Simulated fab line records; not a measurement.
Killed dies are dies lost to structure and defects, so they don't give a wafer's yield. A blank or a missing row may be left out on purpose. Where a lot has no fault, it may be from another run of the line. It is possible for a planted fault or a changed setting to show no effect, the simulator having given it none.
The tool behind it: which one? || flow n5Finfet || 30 wafers from 10 lots sampled at 5 of the route's 1938 steps

== WHAT THE GAUGES READ, wafer by wafer ==
N5_ZERO_LAYER_INSPECT_20: inspects for defects (darkfield). Usual: 39 for rawDefectCount, sd 19.
{"lot": "L777", "measured": "day 2 13:22", "on": "defectInspect-01", "rawDefectCount": "28 58 50", "flag": ""}
{"lot": "L779", "measured": "day 3 01:24", "on": "defectInspect-01", "rawDefectCount": "13 15 24", "flag": ""}
{"lot": "L780", "measured": "day 3 07:23", "on": "defectInspect-02", "rawDefectCount": "17 46 40", "flag": ""}
{"lot": "L781", "measured": "day 3 13:15", "on": "defectInspect-02", "rawDefectCount": "28 17 30", "flag": ""}
{"lot": "L782", "measured": "day 3 20:13", "on": "defectInspect-02", "rawDefectCount": "73 71 77", "flag": ""}
{"lot": "L784", "measured": "day 4 07:16", "on": "defectInspect-02", "rawDefectCount": "55 38 55", "flag": ""}
{"lot": "L790", "measured": "day 5 19:38", "on": "defectInspect-01", "rawDefectCount": "50 18 44", "flag": ""}
{"lot": "L791", "measured": "day 6 01:25", "on": "defectInspect-01", "rawDefectCount": "17 16 31", "flag": ""}
{"lot": "L792", "measured": "day 6 07:16", "on": "defectInspect-01", "rawDefectCount": "25 58 58", "flag": ""}
{"lot": "L795", "measured": "day 7 01:29", "on": "defectInspect-02", "rawDefectCount": "64 76 47", "flag": ""}

N5_WELL_APT_INSPECT_27: inspects for defects (macro). Usual: 2.1 for rawDefectCount, sd 1.4.
{"lot": "L777", "measured": "day 2 15:07", "on": "defectInspect-01", "rawDefectCount": "1 1 1", "flag": ""}
{"lot": "L779", "measured": "day 3 03:25", "on": "defectInspect-01", "rawDefectCount": "0 4 1", "flag": ""}
{"lot": "L780", "measured": "day 3 09:40", "on": "defectInspect-01", "rawDefectCount": "2 1 2", "flag": ""}
{"lot": "L781", "measured": "day 3 15:04", "on": "defectInspect-02", "rawDefectCount": "0 1 3", "flag": ""}
{"lot": "L782", "measured": "day 3 22:00", "on": "defectInspect-02", "rawDefectCount": "1 1 6", "flag": ""}
{"lot": "L784", "measured": "day 4 08:56", "on": "defectInspect-02", "rawDefectCount": "4 2 2", "flag": ""}
{"lot": "L790", "measured": "day 5 21:12", "on": "defectInspect-02", "rawDefectCount": "3 2 0", "flag": ""}
{"lot": "L791", "measured": "day 6 03:08", "on": "defectInspect-02", "rawDefectCount": "2 7 1", "flag": ""}
{"lot": "L792", "measured": "day 6 09:05", "on": "defectInspect-02", "rawDefectCount": "1 5 2", "flag": ""}
{"lot": "L795", "measured": "day 7 03:44", "on": "defectInspect-02", "rawDefectCount": "1 4 1", "flag": ""}

N5_BEOL_M4_RC_MEAS_101. Usual: CJ_N 4.35, standard deviation 0.061; DIBL_N 36.3 mV/V, standard deviation 1.2; DIBL_P 36.3 mV/V, standard deviation 1.4; IOFF_N 0.157 nA/um, standard deviation 0.02; IOFF_P 0.22 nA/um, standard deviation 0.033; ION_N 675 uA/um, standard deviation 9.6; ION_P 465 uA/um, standard deviation 8.2; RS_PWELL 3012 ohm/sq, standard deviation 25; SS_N 71.4 mV/dec, standard deviation 0.45; SS_P 73.3 mV/dec, standard deviation 0.54; VT_N 249.8 mV, standard deviation 2.5; VT_P -249 mV, standard deviation 3.2.
{"lot": "L777", "measured": "day 9 17:05", "on": "prober-01", "CJ_N": "4.35 4.35 4.33", "DIBL_N (mV/V)": "36.7 36.6 36.4", "DIBL_P (mV/V)": "36.7 36.2 36.4", "IOFF_N (nA/um)": "0.185 0.163 0.179", "IOFF_P (nA/um)": "0.25 0.23 0.25", "ION_N (uA/um)": "695 679 695", "ION_P (uA/um)": "475 466 477", "RS_PWELL (ohm/sq)": "3033 3037 3015", "SS_N (mV/dec)": "72.2 71.9 71.0", "SS_P (mV/dec)": "73.9 72.6 72.6", "VT_N (mV)": "247.5 250.2 246.5", "VT_P (mV)": "-249 -249 -246", "flag": ""}
{"lot": "L779", "measured": "day 10 18:52", "on": "prober-01", "CJ_N": "4.45 4.38 4.45", "DIBL_N (mV/V)": "36.2 37.5 36.2", "DIBL_P (mV/V)": "35.5 37.2 35.9", "IOFF_N (nA/um)": "0.137 0.155 0.140", "IOFF_P (nA/um)": "0.18 0.21 0.18", "ION_N (uA/um)": "668 684 673", "ION_P (uA/um)": "456 468 459", "RS_PWELL (ohm/sq)": "3040 3055 3033", "SS_N (mV/dec)": "71.4 71.9 71.1", "SS_P (mV/dec)": "73.1 73.3 72.8", "VT_N (mV)": "252.1 253.2 251.5", "VT_P (mV)": "-252 -252 -253", "flag": ""}
{"lot": "L780", "measured": "day 10 18:29", "on": "prober-02", "CJ_N": "4.39 4.30 4.43", "DIBL_N (mV/V)": "37.6 35.8 35.3", "DIBL_P (mV/V)": "37.5 34.8 34.3", "IOFF_N (nA/um)": "0.184 0.135 0.135", "IOFF_P (nA/um)": "0.22 0.17 0.17", "ION_N (uA/um)": "686 662 664", "ION_P (uA/um)": "470 449 458", "RS_PWELL (ohm/sq)": "3038 3020 3022", "SS_N (mV/dec)": "71.3 71.1 71.0", "SS_P (mV/dec)": "73.1 72.5 72.0", "VT_N (mV)": "244.6 250.2 251.1", "VT_P (mV)": "-247 -251 -251", "flag": ""}
{"lot": "L781", "measured": "day 11 08:04", "on": "prober-01", "CJ_N": "4.35 4.36 4.48", "DIBL_N (mV/V)": "37.8 37.8 37.6", "DIBL_P (mV/V)": "36.3 36.7 35.7", "IOFF_N (nA/um)": "0.164 0.176 0.170", "IOFF_P (nA/um)": "0.23 0.25 0.23", "ION_N (uA/um)": "671 688 684", "ION_P (uA/um)": "462 474 472", "RS_PWELL (ohm/sq)": "2996 2978 2979", "SS_N (mV/dec)": "72.0 71.1 71.6", "SS_P (mV/dec)": "73.7 73.4 73.5", "VT_N (mV)": "251.0 247.2 248.2", "VT_P (mV)": "-246 -245 -247", "flag": ""}
{"lot": "L782", "measured": "day 10 16:16", "on": "prober-01", "CJ_N": "4.39 4.33 4.32", "DIBL_N (mV/V)": "34.2 34.5 35.3", "DIBL_P (mV/V)": "35.7 36.1 37.5", "IOFF_N (nA/um)": "0.151 0.159 0.177", "IOFF_P (nA/um)": "0.23 0.23 0.26", "ION_N (uA/um)": "686 670 692", "ION_P (uA/um)": "468 470 475", "RS_PWELL (ohm/sq)": "3053 3047 3034", "SS_N (mV/dec)": "71.2 71.8 71.6", "SS_P (mV/dec)": "72.6 72.4 72.8", "VT_N (mV)": "248.1 245.6 247.1", "VT_P (mV)": "-247 -248 -246", "flag": ""}
{"lot": "L784", "measured": "day 11 23:50", "on": "prober-01", "CJ_N": "4.42 4.48 4.47", "DIBL_N (mV/V)": "37.4 36.5 36.8", "DIBL_P (mV/V)": "38.4 36.9 36.2", "IOFF_N (nA/um)": "0.177 0.157 0.153", "IOFF_P (nA/um)": "0.21 0.18 0.18", "ION_N (uA/um)": "680 669 665", "ION_P (uA/um)": "462 459 451", "RS_PWELL (ohm/sq)": "2993 3019 3008", "SS_N (mV/dec)": "72.0 71.7 72.0", "SS_P (mV/dec)": "73.6 73.1 73.3", "VT_N (mV)": "248.5 249.4 250.3", "VT_P (mV)": "-253 -253 -254", "flag": ""}
{"lot": "L790", "measured": "day 13 11:38", "on": "prober-02", "CJ_N": "5.11 5.26 5.30", "DIBL_N (mV/V)": "34.8 35.0 34.2", "DIBL_P (mV/V)": "35.0 35.0 33.3", "IOFF_N (nA/um)": "0.139 0.144 0.132", "IOFF_P (nA/um)": "0.25 0.23 0.21", "ION_N (uA/um)": "671 674 684", "ION_P (uA/um)": "464 472 473", "RS_PWELL (ohm/sq)": "2982 2960 2964", "SS_N (mV/dec)": "72.1 71.6 71.3", "SS_P (mV/dec)": "73.6 73.6 73.2", "VT_N (mV)": "252.3 252.6 251.4", "VT_P (mV)": "-248 -247 -248", "flag": "OFF"}
{"lot": "L791", "measured": "day 13 11:45", "on": "prober-01", "CJ_N": "5.23 5.20 5.18", "DIBL_N (mV/V)": "34.6 35.6 35.4", "DIBL_P (mV/V)": "33.2 34.8 34.6", "IOFF_N (nA/um)": "0.118 0.135 0.124", "IOFF_P (nA/um)": "0.15 0.17 0.17", "ION_N (uA/um)": "652 663 648", "ION_P (uA/um)": "443 450 442", "RS_PWELL (ohm/sq)": "2871 2904 2929", "SS_N (mV/dec)": "70.5 71.3 71.1", "SS_P (mV/dec)": "73.8 73.9 73.9", "VT_N (mV)": "256.8 255.1 257.6", "VT_P (mV)": "-256 -258 -256", "flag": "OFF"}
{"lot": "L792", "measured": "day 13 12:34", "on": "prober-02", "CJ_N": "5.24 5.18 5.14", "DIBL_N (mV/V)": "34.7 35.1 34.4", "DIBL_P (mV/V)": "35.5 36.4 35.6", "IOFF_N (nA/um)": "0.120 0.121 0.111", "IOFF_P (nA/um)": "0.18 0.19 0.18", "ION_N (uA/um)": "651 659 656", "ION_P (uA/um)": "459 460 459", "RS_PWELL (ohm/sq)": "2944 2947 2923", "SS_N (mV/dec)": "70.4 71.2 70.7", "SS_P (mV/dec)": "72.8 73.2 73.1", "VT_N (mV)": "254.5 255.2 255.2", "VT_P (mV)": "-251 -251 -252", "flag": "OFF"}
{"lot": "L795", "measured": "day 13 19:12", "on": "prober-01", "CJ_N": "4.19 4.33 4.37", "DIBL_N (mV/V)": "35.7 37.4 36.5", "DIBL_P (mV/V)": "36.1 37.9 36.6", "IOFF_N (nA/um)": "0.147 0.182 0.170", "IOFF_P (nA/um)": "0.25 0.28 0.26", "ION_N (uA/um)": "673 675 667", "ION_P (uA/um)": "469 473 464", "RS_PWELL (ohm/sq)": "2975 2946 2971", "SS_N (mV/dec)": "71.2 71.5 71.8", "SS_P (mV/dec)": "73.3 74.0 73.9", "VT_N (mV)": "249.2 246.1 247.4", "VT_P (mV)": "-246 -245 -246", "flag": ""}

== WHAT TOOL EACH LOT RAN ON (gives the tool, then ch and the chambers of the sampled wafers, and finally the start) ==
{"lot": "L777", "N5_WELL_APT_IMPLANT_32": "implanter-01 ch 0, day 2 15:26", "N5_WELL_APT_RTA_34": "rtpAnneal-02 ch 0, day 2 16:11"}
{"lot": "L779", "N5_WELL_APT_IMPLANT_32": "implanter-01 ch 0, day 3 04:09", "N5_WELL_APT_RTA_34": "rtpAnneal-02 ch 0, day 3 04:39"}
{"lot": "L780", "N5_WELL_APT_IMPLANT_32": "implanter-02 ch 0, day 3 10:00", "N5_WELL_APT_RTA_34": "rtpAnneal-02 ch 0, day 3 10:32"}
{"lot": "L781", "N5_WELL_APT_IMPLANT_32": "implanter-01 ch 0, day 3 15:25", "N5_WELL_APT_RTA_34": "rtpAnneal-02 ch 0, day 3 16:06"}
{"lot": "L782", "N5_WELL_APT_IMPLANT_32": "implanter-01 ch 0, day 3 22:19", "N5_WELL_APT_RTA_34": "rtpAnneal-02 ch 0, day 3 22:55"}
{"lot": "L784", "N5_WELL_APT_IMPLANT_32": "implanter-02 ch 0, day 4 09:16", "N5_WELL_APT_RTA_34": "rtpAnneal-02 ch 0, day 4 09:46"}
{"lot": "L790", "N5_WELL_APT_IMPLANT_32": "implanter-01 ch 0, day 5 21:31", "N5_WELL_APT_RTA_34": "rtpAnneal-02 ch 0, day 5 22:44"}
{"lot": "L791", "N5_WELL_APT_IMPLANT_32": "implanter-01 ch 0, day 6 03:28", "N5_WELL_APT_RTA_34": "rtpAnneal-01 ch 0, day 6 03:56"}
{"lot": "L792", "N5_WELL_APT_IMPLANT_32": "implanter-01 ch 0, day 6 09:44", "N5_WELL_APT_RTA_34": "rtpAnneal-02 ch 0, day 6 10:45"}
{"lot": "L795", "N5_WELL_APT_IMPLANT_32": "implanter-02 ch 0, day 7 04:31", "N5_WELL_APT_RTA_34": "rtpAnneal-02 ch 0, day 7 04:59"}
- N5_WELL_APT_IMPLANT_32
- N5_WELL_APT_RTA_34: time 10 s.

== AS READ BY THE TOOLS THEMSELVES (means over the sampled wafers that have a number; for cases with no such wafer, the mark the record gives instead) ==
N5_WELL_APT_IMPLANT_32. Usual: doseIonsCm2 1.9998e+13, standard deviation 2.4e+10; faradayCurrentUA 254, standard deviation 5.3.
{"lot": "L777", "tool": "implanter-01", "doseIonsCm2": 2.0023e+13, "faradayCurrentUA": 251, "flag": ""}
{"lot": "L779", "tool": "implanter-01", "doseIonsCm2": 1.9997e+13, "faradayCurrentUA": 251, "flag": ""}
{"lot": "L780", "tool": "implanter-02", "doseIonsCm2": 1.9992e+13, "faradayCurrentUA": 254, "flag": ""}
{"lot": "L781", "tool": "implanter-01", "doseIonsCm2": 2.0016e+13, "faradayCurrentUA": 253, "flag": ""}
{"lot": "L782", "tool": "implanter-01", "doseIonsCm2": 1.9994e+13, "faradayCurrentUA": 255, "flag": ""}
{"lot": "L784", "tool": "implanter-02", "doseIonsCm2": 1.9979e+13, "faradayCurrentUA": 257, "flag": ""}
{"lot": "L790", "tool": "implanter-01", "doseIonsCm2": 2.8935e+13, "faradayCurrentUA": 371, "flag": "OFF"}
{"lot": "L791", "tool": "implanter-01", "doseIonsCm2": 2.8928e+13, "faradayCurrentUA": 361, "flag": "OFF"}
{"lot": "L792", "tool": "implanter-01", "doseIonsCm2": 2.8888e+13, "faradayCurrentUA": 365, "flag": "OFF"}
{"lot": "L795", "tool": "implanter-02", "doseIonsCm2": 2.0008e+13, "faradayCurrentUA": 254, "flag": ""}

N5_WELL_APT_RTA_34. Usual: lampPowerPct 13.01 %, standard deviation 0.052; wafer_temp_C_max 1003.6, standard deviation 1.1.
{"lot": "L777", "tool": "rtpAnneal-02", "lampPowerPct (%)": 13.03, "wafer_temp_C_max": 1004.3, "flag": ""}
{"lot": "L779", "tool": "rtpAnneal-02", "lampPowerPct (%)": 13.02, "wafer_temp_C_max": 1002.8, "flag": ""}
{"lot": "L780", "tool": "rtpAnneal-02", "lampPowerPct (%)": 12.96, "wafer_temp_C_max": 1003.1, "flag": ""}
{"lot": "L781", "tool": "rtpAnneal-02", "lampPowerPct (%)": 12.95, "wafer_temp_C_max": 1003.7, "flag": ""}
{"lot": "L782", "tool": "rtpAnneal-02", "lampPowerPct (%)": 12.98, "wafer_temp_C_max": 1004.2, "flag": ""}
{"lot": "L784", "tool": "rtpAnneal-02", "lampPowerPct (%)": 12.99, "wafer_temp_C_max": 1002.9, "flag": ""}
{"lot": "L790", "tool": "rtpAnneal-02", "lampPowerPct (%)": 12.98, "wafer_temp_C_max": 1004.1, "flag": ""}
{"lot": "L791", "tool": "rtpAnneal-01", "lampPowerPct (%)": 12.97, "wafer_temp_C_max": 1002.7, "flag": ""}
{"lot": "L792", "tool": "rtpAnneal-02", "lampPowerPct (%)": 13.04, "wafer_temp_C_max": 1003.2, "flag": ""}
{"lot": "L795", "tool": "rtpAnneal-02", "lampPowerPct (%)": 12.98, "wafer_temp_C_max": 1003.3, "flag": ""}

== THE ANSWER, worked out from the rows above alone ==
Rule: lot off if the mean of its wafers having a number is beyond 3 standard deviations from the usual mean. A lot without any number at a reading at which 4 lots or more have one is off too. Any other lot the step has rows for is counted as sound. After the gauges, taken in route order, come the tools' own readings; for these a lot's mean is taken, as printed above. At the first step where some lot is off, the reading lying furthest off is the one used; lots without a number count as furthest.
Off: at N5_BEOL_M4_RC_MEAS_101 (CJ_N), L790, L791, L792.
A tool fits if, at a process step before that reading, it ran every lot that is off, and no sound lot after the first of them. Not tried: the gauges at N5_BEOL_M4_RC_MEAS_101; whatever is off there is also off at N5_WELL_APT_IMPLANT_32, on other tools, and gauge error can't account for it. One candidate fits, namely implanter-01 at N5_WELL_APT_IMPLANT_32. Its last sound lot is L782 (day 3 22:19), its first lot that is off L790 (day 5 21:31): a fault that began between those two fits.
The tool's own readings at N5_WELL_APT_IMPLANT_32 bear it out: on the lots that are off they differ by more than 5 times the standard deviation of the sound lots' means. doseIonsCm2 reads 2.8917e+13 there against 2.0001e+13 on the sound lots; faradayCurrentUA reads 366 there against 254 on the sound lots.

== WHAT THE SIMULATOR PUT IN ==
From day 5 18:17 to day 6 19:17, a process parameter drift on implanter-01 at N5_WELL_APT_IMPLANT_32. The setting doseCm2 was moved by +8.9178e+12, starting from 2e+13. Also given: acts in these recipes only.
Lots struck among those shown: L790, L791, L792. The rule above reached the same finding.
